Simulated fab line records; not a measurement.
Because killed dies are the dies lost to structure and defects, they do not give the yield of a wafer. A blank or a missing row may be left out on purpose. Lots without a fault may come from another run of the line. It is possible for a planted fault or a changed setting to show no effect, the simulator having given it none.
fab line records + flow n5_finfet
record
- lots=6
- wafers=18
- last_day=16
route steps=1938 shown BEOL_M3@969 BEOL_M4@1111
lots that met no fault: taken from a fault-free run of the same line
start_h: the number of hours between the record's first day and the start of the first shown wafer of the lot + wait_h: hours since the lot's step before + " identical to the entry in the row above + L1.1+2: one row covering several wafers at once + - no value, or no start given + * or withheld: withheld + < > ~ a bound
route shown NAME@n: names a module that has steps shown in the file, with the first one's number in the route + usual: mean and standard deviation over wafers with no fault + same: alike in all rows + chamber/n: place in a boat + sites: the reading at each site + _std_site: their standard deviation + _edge_site: mean of outer sites minus mean of inner sites + radius_mm: for every site, how far away it sits from the centre of the wafer + mask NAME#n: copy n + behind: the tool/chamber that last shaped the wafer + hold: why the lot went on hold/how many hours it stayed there/how the hold came to an end + device: whichever transistor did not switch (one of n, p or np) + end of line: tests run on the same wafers once the route is complete + where a step has no rows: the recipe by itself + killed: not the wafer's yield, but the dies lost to structure and defects at the first sort + map: a wafer's dies, x killed, . not, _ none there
set.NAME: the setting the step ran with; set.NAME@STEP: the setting that earlier step ran with + model.NAME: the simulator's own value behind a step, which no gauge read
a table for each step, a row for each wafer; lots at some steps of the route
services: a tool's chamber out of use, with start hour (start_h, from the record's first day; less than 0 if before it), hours out, and reason
## steps
# step N5_BEOL_M3_DESCUM_33
# recipe
- chemistry=O2
- time_s=7
- source_power_w=50
- bias_power_w=20
- pressure_mtorr=20
- rf_frequency_hz=2.712e+07
- temp_c=40
- resist=CAR-EUV
- o2_flow_sccm=225
# usual
- drypump_motor_current_A=5.8/0.43
- oes_product_au=0.78/0.091
- rf_vpp_V=242.7/1.4
- showerhead_plenum_p_Torr=2.06/0.067
- temp_c=40.00/0.12
- throttle_valve_pct=20.37/0.28
| lot.wafer | tool        | chamber | start_h | wait_h | drypump_motor_current_A | oes_product_au | rf_hours_counter_h | rf_vpp_V | showerhead_plenum_p_Torr | temp_c | throttle_valve_pct |
|-----------|-------------|---------|---------|--------|-------------------------|----------------|--------------------|----------|--------------------------|--------|--------------------|
| L232.1    | rie_diel-04 | 2       | 173.67  | 0.1    | 5.7                     | 0.67           | 247                | 242.1    | 2.05                     | 39.98  | 20.58              |
| L232.3    | "           | 0       | "       | "      | 5.6                     | 0.71           | 200                | 244.0    | 2.07                     | 40.06  | 20.74              |
| L232.5    | "           | 2       | "       | "      | 5.7                     | 0.67           | -                  | 242.2    | 2.05                     | 40.06  | 20.57              |
| L236.1    | rie_diel-04 | 0       | 198.67  | 0.0    | 5.6                     | 0.70           | 209                | 242.7    | 2.07                     | 40.02  | 20.75              |
| L236.3    | "           | 3       | "       | "      | 5.8                     | 0.73           | 220                | 243.0    | 2.07                     | 39.99  | 20.63              |
| L236.5    | "           | 1       | "       | "      | 6.1                     | 0.76           | -                  | 245.2    | 2.17                     | 40.00  | 20.29              |
| L240.1    | rie_diel-04 | 3       | 222.11  | 0.3    | 5.8                     | 0.72           | 227                | 243.9    | 2.07                     | 39.93  | 20.63              |
| L240.4    | "           | 2       | "       | "      | 5.7                     | 0.96           | 5                  | 241.8    | 2.05                     | 40.08  | 20.22              |
| L240.5    | "           | 2       | "       | "      | 5.7                     | 0.96           | -                  | 242.4    | 2.05                     | 39.92  | 20.21              |
| L241.2    | rie_diel-04 | 1       | 222.52  | 0.0    | 6.1                     | 0.74           | 171                | 245.8    | 2.17                     | 39.86  | 20.31              |
| L241.4    | "           | 0       | "       | "      | 5.6                     | 0.68           | 216                | 242.9    | 2.07                     | 40.08  | 20.75              |
| L241.5    | "           | 1       | "       | "      | 6.1                     | 0.74           | -                  | 244.8    | 2.17                     | 39.83  | 20.32              |
| L242.2    | rie_diel-03 | 3       | 240.91  | 0.0    | 6.2                     | 0.77           | 123                | 242.0    | 2.02                     | 40.06  | 20.45              |
| L242.3    | "           | 2       | "       | "      | 6.2                     | 0.72           | 183                | 242.2    | 1.99                     | 40.00  | 20.38              |
| L242.5    | "           | 2       | "       | "      | 6.2                     | 0.72           | -                  | 241.1    | 1.99                     | 40.11  | 20.39              |
| L248.2    | rie_diel-03 | 3       | 264.40  | 0.0    | 6.2                     | 0.77           | 130                | 241.6    | 2.01                     | 40.17  | 20.47              |
| L248.3    | "           | 1       | "       | "      | 4.7                     | 0.94           | 22                 | 244.2    | 2.13                     | 40.19  | 20.13              |
| L248.4    | "           | 0       | "       | "      | 6.1                     | 0.74           | 203                | 240.5    | 1.99                     | 39.69  | 20.63              |
# step N5_BEOL_M3_ETCH_77
# recipe
- chemistry=N2/H2
- target=underlayer
- target_depth_a=65
- mask_material=CAR-EUV
- time_s=5.2
- ion_energy_ev=200
- pressure_mtorr=30
- source_w=840
- bias_w=150
- n2_flow_sccm=200
- h2_flow_sccm=200
- ends=cleared
# step N5_BEOL_M3_ETCH_69
# recipe
- chemistry=CF4
- target=SiARC
- target_depth_a=156
- mask_material=CAR-EUV
- time_s=26
- ion_energy_ev=80
- pressure_mtorr=40
- source_w=545
- bias_w=36
- Ar_flow_sccm=100
- cf4_flow_sccm=100
- ends=cleared
# usual
- drypump_motor_current_A=5.8/0.43
- etch_rf_on_time_s=26.0/0.42
- oes_product_au=0.66/0.079
- rf_vpp_V=183.8/1.1
- showerhead_plenum_p_Torr=2.11/0.066
- throttle_valve_pct=15.59/0.28
| lot.wafer | tool        | chamber | start_h | wait_h | drypump_motor_current_A | etch_rf_on_time_s | oes_product_au | rf_hours_counter_h | rf_vpp_V | showerhead_plenum_p_Torr | throttle_valve_pct |
|-----------|-------------|---------|---------|--------|-------------------------|-------------------|----------------|--------------------|----------|--------------------------|--------------------|
| L232.1    | rie_diel-04 | 2       | 173.72  | 0.0    | 5.7                     | 26.5              | 0.57           | 247                | 184.0    | 2.12                     | 15.90              |
| L232.3    | "           | 0       | "       | "      | 5.6                     | 25.9              | 0.60           | 200                | 185.0    | 2.12                     | 15.94              |
| L232.5    | "           | 2       | "       | "      | 5.7                     | 26.5              | 0.57           | -                  | 183.4    | 2.12                     | 15.93              |
| L236.1    | rie_diel-04 | 0       | 198.72  | 0.0    | 5.6                     | 26.1              | 0.59           | 209                | 183.2    | 2.12                     | 15.95              |
| L236.3    | "           | 3       | "       | "      | 5.8                     | 26.1              | 0.61           | 220                | 182.8    | 2.12                     | 15.85              |
| L236.5    | "           | 1       | "       | "      | 6.1                     | 26.1              | 0.64           | -                  | 184.6    | 2.22                     | 15.53              |
| L240.1    | rie_diel-04 | 3       | 222.16  | 0.0    | 5.8                     | 26.2              | 0.60           | 227                | 182.5    | 2.11                     | 15.86              |
| L240.4    | "           | 2       | "       | "      | 5.7                     | 25.5              | 0.83           | 5                  | 184.8    | 2.12                     | 15.46              |
| L240.5    | "           | 2       | "       | "      | 5.7                     | 25.6              | 0.83           | -                  | 183.6    | 2.12                     | 15.45              |
| L241.2    | rie_diel-04 | 1       | 222.58  | 0.0    | 6.1                     | 26.1              | 0.64           | 171                | 184.9    | 2.22                     | 15.56              |
| L241.4    | "           | 0       | "       | "      | 5.6                     | 26.2              | 0.59           | 216                | 183.3    | 2.12                     | 15.97              |
| L241.5    | "           | 1       | "       | "      | 6.1                     | 26.1              | 0.64           | -                  | 184.8    | 2.22                     | 15.55              |
| L242.2    | rie_diel-03 | 3       | 240.96  | 0.0    | 6.2                     | 26.0              | 0.67           | 123                | 183.9    | 2.07                     | 15.61              |
| L242.3    | "           | 2       | "       | "      | 6.2                     | 26.1              | 0.61           | 183                | 184.0    | 2.05                     | 15.64              |
| L242.5    | "           | 2       | "       | "      | 6.2                     | 26.2              | 0.61           | -                  | 184.2    | 2.05                     | 15.65              |
| L248.2    | rie_diel-03 | 3       | 264.45  | 0.0    | 6.2                     | 26.1              | 0.66           | 130                | 183.2    | 2.06                     | 15.62              |
| L248.3    | "           | 1       | "       | "      | 4.7                     | 25.2              | 0.79           | 22                 | 184.4    | 2.19                     | 15.32              |
| L248.4    | "           | 0       | "       | "      | 6.1                     | 26.6              | 0.63           | 203                | 183.2    | 2.04                     | 15.81              |
# step N5_BEOL_M3_ALD_98
# recipe
- material=SiO2
- target_thk_a=25
- temp_c=100
- ald_precursor_family=BDEAS
- ald_co_reactant=O2-plasma
- pulse_time_s=1
- co_reactant_pulse_time_s=1
- purge_time_s=2
- co_reactant_purge_time_s=2
- ald_cycles=17
- pressure_torr=2
# step N5_BEOL_M3_ETCHBACK_99
# recipe
- chemistry=CHF3
- target=SiO2
- target_depth_a=50
- time_s=10.4
- source_w=215
- bias_w=47
- Ar_flow_sccm=200
- CHF3_flow_sccm=12
- ion_energy_ev=100
- pressure_mtorr=30
# usual
- drypump_motor_current_A=5.8/0.4
- oes_ar_750_au=0.77/0.087
- oes_product_au=0.77/0.091
- rf_vpp_V=240.0/2.5
- showerhead_plenum_p_Torr=2.12/0.068
- throttle_valve_pct=17.07/0.26
| lot.wafer | tool        | chamber | start_h | wait_h | drypump_motor_current_A | oes_ar_750_au | oes_product_au | rf_hours_counter_h | rf_vpp_V | showerhead_plenum_p_Torr | throttle_valve_pct |
|-----------|-------------|---------|---------|--------|-------------------------|---------------|----------------|--------------------|----------|--------------------------|--------------------|
| L232.1    | rie_diel-04 | 3       | 174.78  | 0.1    | 5.8                     | 0.73          | 0.72           | 212                | 239.8    | 2.13                     | 17.25              |
| L232.3    | "           | 2       | "       | "      | 5.7                     | 0.69          | 0.67           | 248                | 239.8    | 2.12                     | 17.34              |
| L232.5    | "           | 3       | "       | "      | 5.8                     | 0.73          | 0.72           | -                  | 240.0    | 2.13                     | 17.27              |
| L236.1    | rie_diel-04 | 0       | 199.00  | 0.1    | 5.6                     | 0.69          | 0.69           | 209                | 240.4    | 2.13                     | 17.40              |
| L236.3    | "           | 1       | "       | "      | 6.1                     | 0.75          | 0.74           | 165                | 242.7    | 2.24                     | 16.97              |
| L236.5    | "           | 3       | "       | "      | 5.8                     | 0.72          | 0.70           | -                  | 239.0    | 2.12                     | 17.27              |
| L240.1    | rie_diel-04 | 3       | 222.75  | 0.5    | 5.8                     | 0.72          | 0.71           | 228                | 240.0    | 2.12                     | 17.28              |
| L240.4    | "           | 1       | "       | "      | 6.1                     | 0.74          | 0.75           | 171                | 245.9    | 2.23                     | 16.98              |
| L240.5    | "           | 2       | "       | "      | 5.7                     | 0.95          | 0.97           | -                  | 237.8    | 2.12                     | 16.92              |
| L241.2    | rie_diel-04 | 0       | 224.80  | 1.2    | 5.6                     | 0.69          | 0.69           | 217                | 240.7    | 2.13                     | 17.42              |
| L241.4    | "           | 2       | "       | "      | 5.7                     | 0.96          | 0.95           | 6                  | 238.7    | 2.12                     | 16.91              |
| L241.5    | "           | 0       | "       | "      | 5.6                     | 0.69          | 0.69           | -                  | 241.7    | 2.13                     | 17.41              |
| L242.2    | rie_diel-02 | 3       | 242.62  | 0.1    | 6.2                     | 0.90          | 0.93           | 15                 | 243.2    | 2.19                     | 16.52              |
| L242.3    | "           | 2       | "       | "      | 5.2                     | 0.91          | 0.92           | 19                 | 239.4    | 2.11                     | 16.55              |
| L242.5    | "           | 2       | "       | "      | 5.2                     | 0.90          | 0.93           | -                  | 239.1    | 2.11                     | 16.56              |
| L248.2    | rie_diel-03 | 3       | 265.55  | 1.0    | 6.2                     | 0.78          | 0.77           | 130                | 234.8    | 2.07                     | 17.09              |
| L248.3    | "           | 2       | "       | "      | 6.2                     | 0.71          | 0.71           | 191                | 239.3    | 2.06                     | 17.11              |
| L248.4    | "           | 0       | "       | "      | 6.1                     | 0.74          | 0.73           | 203                | 241.7    | 2.05                     | 17.27              |
# step N5_BEOL_M3_ETCH_70
# recipe
- chemistry=N2/H2
- target=SOC
- target_depth_a=800
- overetch_a=160
- mask_material=SiARC
- temp_c=40
- time_s=120
- ion_energy_ev=200
- pressure_mtorr=30
- source_w=840
- bias_w=150
- n2_flow_sccm=200
- h2_flow_sccm=200
# step N5_BEOL_M3_STRIP_71
# recipe
- chemistry=N2/H2
- temp_c=40
- n2_flow_sccm=200
- h2_flow_sccm=200
- rf_frequency_hz=6e+07
# step N5_BEOL_M3_STRIP_78
# recipe
- chemistry=N2/H2
- temp_c=40
- n2_flow_sccm=200
- h2_flow_sccm=200
- rf_frequency_hz=6e+07
# step N5_BEOL_M3_VIA_ETCH_34
# recipe
- chemistry=C4F6/O2
- target_depth_a=694
- mask_material=SOC
- pressure_mtorr=15
- ion_energy_ev=250
- taper_deg=4
- time_s=65.9
- source_w=350
- bias_w=170
- Ar_flow_sccm=300
- C4F6_flow_sccm=10
- O2_flow_sccm=10
# usual
- drypump_motor_current_A=5.8/0.4
- oes_ar_750_au=0.77/0.087
- oes_product_au=0.77/0.091
- rf_vpp_V=664/6.5
- showerhead_plenum_p_Torr=2.80/0.086
- throttle_valve_pct=30.71/0.27
| lot.wafer | tool        | chamber | start_h | wait_h | drypump_motor_current_A | oes_ar_750_au | oes_product_au | rf_hours_counter_h | rf_vpp_V | showerhead_plenum_p_Torr | throttle_valve_pct |
|-----------|-------------|---------|---------|--------|-------------------------|---------------|----------------|--------------------|----------|--------------------------|--------------------|
| L232.1    | rie_diel-04 | 3       | 174.92  | 0.0    | 5.8                     | 0.73          | 0.72           | 212                | 662      | 2.81                     | 30.84              |
| L232.3    | "           | 2       | "       | "      | 5.7                     | 0.69          | 0.67           | 248                | 660      | 2.80                     | 30.93              |
| L232.5    | "           | 3       | "       | "      | 5.8                     | 0.72          | 0.72           | -                  | 662      | 2.81                     | 30.85              |
| L236.1    | rie_diel-04 | 0       | 199.14  | 0.0    | 5.6                     | 0.70          | 0.69           | 209                | 666      | 2.81                     | 31.00              |
| L236.3    | "           | 1       | "       | "      | 6.1                     | 0.75          | 0.75           | 165                | 676      | 2.95                     | 30.55              |
| L236.5    | "           | 3       | "       | "      | 5.9                     | 0.72          | 0.72           | -                  | 662      | 2.80                     | 30.85              |
| L240.1    | rie_diel-04 | 3       | 222.88  | 0.0    | 5.8                     | 0.71          | 0.72           | 228                | 661      | 2.80                     | 30.86              |
| L240.4    | "           | 1       | "       | "      | 6.1                     | 0.75          | 0.74           | 171                | 676      | 2.95                     | 30.55              |
| L240.5    | "           | 2       | "       | "      | 5.7                     | 0.96          | 0.96           | -                  | 658      | 2.80                     | 30.75              |
| L241.2    | rie_diel-04 | 0       | 224.93  | 0.0    | 5.6                     | 0.69          | 0.69           | 217                | 667      | 2.81                     | 31.00              |
| L241.4    | "           | 2       | "       | "      | 5.7                     | 0.96          | 0.96           | 6                  | 659      | 2.80                     | 30.75              |
| L241.5    | "           | 0       | "       | "      | 5.6                     | 0.69          | 0.69           | -                  | 667      | 2.81                     | 31.01              |
| L242.2    | rie_diel-02 | 3       | 242.76  | 0.0    | 6.3                     | 0.91          | 0.91           | 15                 | 670      | 2.90                     | 30.20              |
| L242.3    | "           | 2       | "       | "      | 5.2                     | 0.91          | 0.92           | 19                 | 661      | 2.78                     | 30.20              |
| L242.5    | "           | 2       | "       | "      | 5.2                     | 0.91          | 0.92           | -                  | 661      | 2.78                     | 30.19              |
| L248.2    | rie_diel-03 | 3       | 265.68  | 0.0    | 6.2                     | 0.78          | 0.77           | 130                | 652      | 2.74                     | 30.85              |
| L248.3    | "           | 2       | "       | "      | 6.2                     | 0.72          | 0.70           | 192                | 660      | 2.72                     | 30.77              |
| L248.4    | "           | 0       | "       | "      | 6.1                     | 0.73          | 0.73           | 203                | 665      | 2.71                     | 30.83              |
# step N5_BEOL_M3_STRIP_83
# recipe
- chemistry=C4F6/O2
- resist=SiARC
- rf_frequency_hz=6e+07
# step N5_BEOL_M3_STRIP_36
# recipe
- chemistry=N2/H2
- power_w=450
- temp_c=40
- pressure_mtorr=20
- rf_frequency_hz=6e+07
- overash_fraction=0.3
- bias_power_w=7
- h2_frac=0.5
- n2_flow_sccm=200
- h2_flow_sccm=200
# step N5_BEOL_M3_TRENCH_ETCH_37
# recipe
- chemistry=C4F6/O2
- target_depth_a=555.55
- target=SiOC
- time_s=29.2
- ion_energy_ev=250
- pressure_mtorr=30
- source_w=355
- bias_w=185
- Ar_flow_sccm=300
- C4F6_flow_sccm=10
- O2_flow_sccm=10
# step N5_BEOL_M3_ETCH_41
# recipe
- chemistry=CH3F/O2
- target=SiCN
- target_depth_a=299
- taper_deg=2
- time_s=52.5
- ion_energy_ev=120
- mask_material=TiN
- pressure_mtorr=30
- source_w=395
- bias_w=75
- Ar_flow_sccm=150
- CH3F_flow_sccm=30
- O2_flow_sccm=20
# usual
- drypump_motor_current_A=5.8/0.4
- oes_product_au=0.77/0.091
- rf_vpp_V=296.7/1.6
- showerhead_plenum_p_Torr=1.97/0.063
- throttle_valve_pct=16.32/0.27
| lot.wafer | tool        | chamber | start_h | wait_h | drypump_motor_current_A | oes_product_au | rf_hours_counter_h | rf_vpp_V | showerhead_plenum_p_Torr | throttle_valve_pct | model.etch.depth_nm |
|-----------|-------------|---------|---------|--------|-------------------------|----------------|--------------------|----------|--------------------------|--------------------|---------------------|
| L232.1    | rie_diel-04 | 3       | 175.05  | -      | 5.8                     | 0.73           | 212                | 297.2    | 1.98                     | 16.51              | 19.96               |
| L232.3    | "           | 2       | "       | "      | 5.7                     | 0.67           | 248                | 297.2    | 1.97                     | 16.58              | 19.52               |
| L232.5    | "           | 3       | "       | "      | 5.8                     | 0.73           | -                  | 297.3    | 1.98                     | 16.52              | 19.9                |
| L236.1    | rie_diel-04 | 0       | 199.27  | -      | 5.6                     | 0.69           | 209                | 295.6    | 1.98                     | 16.65              | 19.53               |
| L236.3    | "           | 1       | "       | "      | 6.1                     | 0.74           | 165                | 297.7    | 2.08                     | 16.24              | 19.53               |
| L236.5    | "           | 3       | "       | "      | 5.9                     | 0.71           | -                  | 296.2    | 1.97                     | 16.53              | 19.58               |
| L240.1    | rie_diel-04 | 3       | 223.01  | -      | 5.9                     | 0.71           | 228                | 295.4    | 1.97                     | 16.53              | 19.53               |
| L240.4    | "           | 1       | "       | "      | 6.1                     | 0.74           | 171                | 298.9    | 2.08                     | 16.23              | 19.58               |
| L240.5    | "           | 2       | "       | "      | 5.7                     | 1.32           | -                  | 297.0    | 1.97                     | 16.13              | 32.24               |
| L241.2    | rie_diel-04 | 0       | 225.07  | -      | 5.6                     | 0.68           | 217                | 297.4    | 1.98                     | 16.68              | 19.47               |
| L241.4    | "           | 2       | "       | "      | 5.7                     | 0.96           | 6                  | 295.6    | 1.97                     | 16.13              | 19.98               |
| L241.5    | "           | 0       | "       | "      | 5.6                     | 0.93           | -                  | 296.6    | 1.98                     | 16.67              | 31.05               |
| L242.2    | rie_diel-02 | 3       | 242.89  | -      | 6.2                     | 0.91           | 15                 | 298.1    | 2.04                     | 15.79              | 20.33               |
| L242.3    | "           | 2       | "       | "      | 5.2                     | 0.92           | 19                 | 295.8    | 1.96                     | 15.80              | 20.55               |
| L242.5    | "           | 2       | "       | "      | 5.1                     | 0.92           | -                  | 297.3    | 1.96                     | 15.81              | 20.39               |
| L248.2    | rie_diel-03 | 3       | 265.81  | -      | 6.2                     | 0.78           | 130                | 296.4    | 1.93                     | 16.34              | 19.73               |
| L248.3    | "           | 2       | "       | "      | 6.2                     | 0.70           | 192                | 295.5    | 1.91                     | 16.37              | 19.68               |
| L248.4    | "           | 0       | "       | "      | 6.1                     | 0.73           | 203                | 294.4    | 1.90                     | 16.53              | 19.78               |
# step N5_BEOL_M3_STRIP_97
# recipe
- chemistry=N2/H2
- time_s=10
- power_w=450
- temp_c=40
- pressure_mtorr=20
- rf_frequency_hz=6e+07
- bias_power_w=7
- n2_flow_sccm=200
- h2_flow_sccm=200
# usual
- drypump_motor_current_A=5.8/0.4
- oes_product_au=0.77/0.09
- rf_vpp_V=59.0/0.82
- showerhead_plenum_p_Torr=2.50/0.082
- temp_c=39.99/0.12
- throttle_valve_pct=23.60/0.28
| lot.wafer | tool        | chamber | start_h | wait_h | drypump_motor_current_A | oes_product_au | rf_hours_counter_h | rf_vpp_V | showerhead_plenum_p_Torr | temp_c | throttle_valve_pct |
|-----------|-------------|---------|---------|--------|-------------------------|----------------|--------------------|----------|--------------------------|--------|--------------------|
| L232.1    | rie_diel-04 | 3       | -       | -      | 5.8                     | 0.73           | 212                | 59.3     | 2.51                     | 39.97  | 23.85              |
| L232.3    | "           | 2       | "       | "      | 5.7                     | 0.66           | 248                | 59.3     | 2.49                     | 40.06  | 23.81              |
| L232.5    | "           | 3       | "       | "      | 5.8                     | 0.72           | -                  | 60.6     | 2.51                     | 40.06  | 23.86              |
| L236.1    | rie_diel-04 | 0       | -       | -      | 5.6                     | 0.70           | 209                | 58.6     | 2.51                     | 40.00  | 23.83              |
| L236.3    | "           | 1       | "       | "      | 6.1                     | 0.75           | 165                | 60.8     | 2.64                     | 39.86  | 23.55              |
| L236.5    | "           | 3       | "       | "      | 5.9                     | 0.73           | -                  | 58.6     | 2.51                     | 39.96  | 23.86              |
| L240.1    | rie_diel-04 | 3       | -       | -      | 5.8                     | 0.72           | 228                | 59.1     | 2.50                     | 39.88  | 23.88              |
| L240.4    | "           | 1       | "       | "      | 6.1                     | 0.75           | 171                | 59.6     | 2.64                     | 40.11  | 23.56              |
| L240.5    | "           | 2       | "       | "      | 5.7                     | 0.95           | -                  | 57.9     | 2.49                     | 40.10  | 23.53              |
| L241.2    | rie_diel-04 | 0       | -       | -      | 5.6                     | 0.68           | 217                | 58.3     | 2.51                     | 40.22  | 23.86              |
| L241.4    | "           | 2       | "       | "      | 5.7                     | 0.95           | 6                  | 60.4     | 2.49                     | 40.06  | 23.53              |
| L241.5    | "           | 0       | "       | "      | 5.6                     | 0.68           | -                  | 58.8     | 2.51                     | 40.10  | 23.85              |
| L242.2    | rie_diel-02 | 3       | -       | -      | 6.3                     | 0.92           | 15                 | 58.4     | 2.60                     | 39.99  | 23.29              |
| L242.3    | "           | 2       | "       | "      | 5.2                     | 0.92           | 19                 | 59.6     | 2.48                     | 40.06  | 22.98              |
| L242.5    | "           | 2       | "       | "      | 5.2                     | 0.91           | -                  | 59.2     | 2.48                     | 40.12  | 22.97              |
| L248.2    | rie_diel-03 | 3       | -       | -      | 6.2                     | 0.77           | 130                | 59.5     | 2.44                     | 39.99  | 23.70              |
| L248.3    | "           | 2       | "       | "      | 6.2                     | 0.71           | 192                | 59.0     | 2.42                     | 39.81  | 23.89              |
| L248.4    | "           | 0       | "       | "      | 6.1                     | 0.74           | 203                | 58.2     | 2.41                     | 39.92  | 23.49              |
# step N5_BEOL_M4_RC_MEAS_101
# usual
- DIBL_N=35.7/1.3
- DIBL_P=35.4/1.8
- IOFF_N=0.152/0.027
- IOFF_P=0.20/0.034
- ION_N=672/9.8
- ION_P=461/7.5
- SS_N=71.4/0.55
- SS_P=73.1/0.61
- VT_N=251/3.3
- VT_P=-251/3.6
| lot.wafer | tool      | chamber | start_h | wait_h | DIBL_N[mV/V] | DIBL_P[mV/V] | IOFF_N[nA/um] | IOFF_P[nA/um] | ION_N[uA/um] | ION_P[uA/um] | SS_N[mV/dec] | SS_P[mV/dec] | VT_N[mV] | VT_P[mV] |
|-----------|-----------|---------|---------|--------|--------------|--------------|---------------|---------------|--------------|--------------|--------------|--------------|----------|----------|
| L232.1    | prober-01 | 0       | 191.09  | 0.0    | 36.1         | 37.9         | 0.183         | 0.20          | 686          | 468          | 71.6         | 73.1         | 250      | -254     |
| L232.3    | "         | 0       | "       | "      | 35.8         | 36.7         | 0.166         | 0.18          | 681          | 458          | 71.2         | 72.8         | 251      | -255     |
| L232.5    | "         | 0       | "       | "      | 36.6         | 37.1         | 0.186         | 0.19          | 682          | 456          | 71.3         | 73.1         | 248      | -254     |
| L236.1    | prober-02 | 0       | 218.32  | 0.4    | 34.5         | 33.5         | 0.130         | 0.18          | 682          | 465          | 71.4         | 72.8         | 254      | -254     |
| L236.3    | "         | 0       | "       | "      | 35.4         | 34.2         | 0.139         | 0.19          | 668          | 459          | 71.7         | 73.3         | 254      | -248     |
| L236.5    | "         | 0       | "       | "      | 33.3         | 31.3         | 0.104         | 0.15          | 652          | 453          | 72.0         | 71.6         | 258      | -254     |
| L240.1    | prober-02 | 0       | 240.00  | 0.0    | 34.9         | 34.6         | 0.135         | 0.17          | 656          | 443          | 72.0         | 73.0         | 252      | -259     |
| L240.4    | "         | 0       | "       | "      | 37.4         | 36.0         | 0.168         | 0.18          | 670          | 447          | 72.4         | 73.3         | 252      | -255     |
| L240.5    | "         | 0       | "       | "      | 36.3         | 35.1         | 0.160         | 0.17          | 663          | 451          | 71.4         | 73.7         | 251      | -255     |
| L241.2    | prober-02 | 0       | 241.49  | 0.4    | 35.9         | 35.9         | 0.141         | 0.19          | 665          | 454          | 71.2         | 73.2         | 253      | -252     |
| L241.4    | "         | 0       | "       | "      | 37.2         | 36.9         | 0.161         | 0.21          | 675          | 454          | 72.1         | 73.0         | 250      | -253     |
| L241.5    | "         | 0       | "       | "      | 34.6         | 33.9         | 0.126         | 0.17          | 658          | 454          | 71.0         | 72.2         | 255      | -256     |
| L242.2    | prober-01 | 0       | 260.74  | 0.2    | 36.5         | 36.6         | 0.170         | 0.22          | 673          | 462          | 72.3         | 72.7         | 250      | -250     |
| L242.3    | "         | 0       | "       | "      | 34.8         | 33.9         | 0.130         | 0.18          | 656          | 457          | 72.4         | 72.2         | 252      | -253     |
| L242.5    | "         | 0       | "       | "      | 38.1         | 38.5         | 0.192         | 0.25          | 676          | 458          | 72.1         | 74.1         | 249      | -248     |
| L248.2    | prober-02 | 0       | 281.75  | 0.8    | 36.6         | 36.9         | 0.156         | 0.19          | 670          | 456          | 71.6         | 73.8         | 249      | -252     |
| L248.3    | "         | 0       | "       | "      | 35.5         | 35.8         | 0.146         | 0.17          | 668          | 451          | 71.1         | 72.8         | 249      | -257     |
| L248.4    | "         | 0       | "       | "      | 33.7         | 33.4         | 0.118         | 0.14          | 657          | 449          | 71.7         | 72.6         | 251      | -258     |
## services
| tool        | chamber | start_h | hours | kind                          |
|-------------|---------|---------|-------|-------------------------------|
| rie_diel-03 | 1       | 170.57  | -     | clean                         |
| rie_diel-03 | 1       | 170.57  | -     | consumable_replace:focus_ring |
| rie_diel-03 | 1       | 170.57  | 23.4  | scheduled_down                |
| rie_diel-03 | 1       | 170.57  | 23.4  | vent_cycle                    |
| rie_diel-02 | 3       | 178.06  | -     | clean                         |
| rie_diel-02 | 3       | 178.06  | -     | consumable_replace:focus_ring |
| rie_diel-02 | 3       | 178.06  | 12.3  | scheduled_down                |
| rie_diel-02 | 3       | 178.06  | 12.3  | vent_cycle                    |
| rie_diel-04 | 2       | 185.70  | -     | clean                         |
| rie_diel-04 | 2       | 185.70  | -     | consumable_replace:focus_ring |
| rie_diel-04 | 2       | 185.70  | 13.5  | scheduled_down                |
| rie_diel-04 | 2       | 185.70  | 13.5  | vent_cycle                    |
| rie_diel-04 | 2       | 250.08  | 2.5   | repair                        |
| rie_diel-04 | 3       | 257.50  | 8.1   | repair                        |
## key
first_sign
- step=N5_BEOL_M3_ETCH_41
- reading=oes_product_au
- direction=up
- sigmas=3.9
- usual=0.77
- struck=1.13
effect none on later readings
model_effect
- step=N5_BEOL_M3_ETCH_41
- value=etch.depth_nm
- without=19.69
- struck=31.64
met_at N5_BEOL_M3_ETCH_41
struck_wafers L240.5,L241.5
onset_between 199.27 223.01
fault
- kind=process_parameter_drift
- tool=rie_diel-04
- chamber=-
- onset_h=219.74
- steps=N5_BEOL_M3_ETCH_41
- channel=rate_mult
- offset=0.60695
- shape=step
- end_h=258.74
- scope=struck_wafers_only
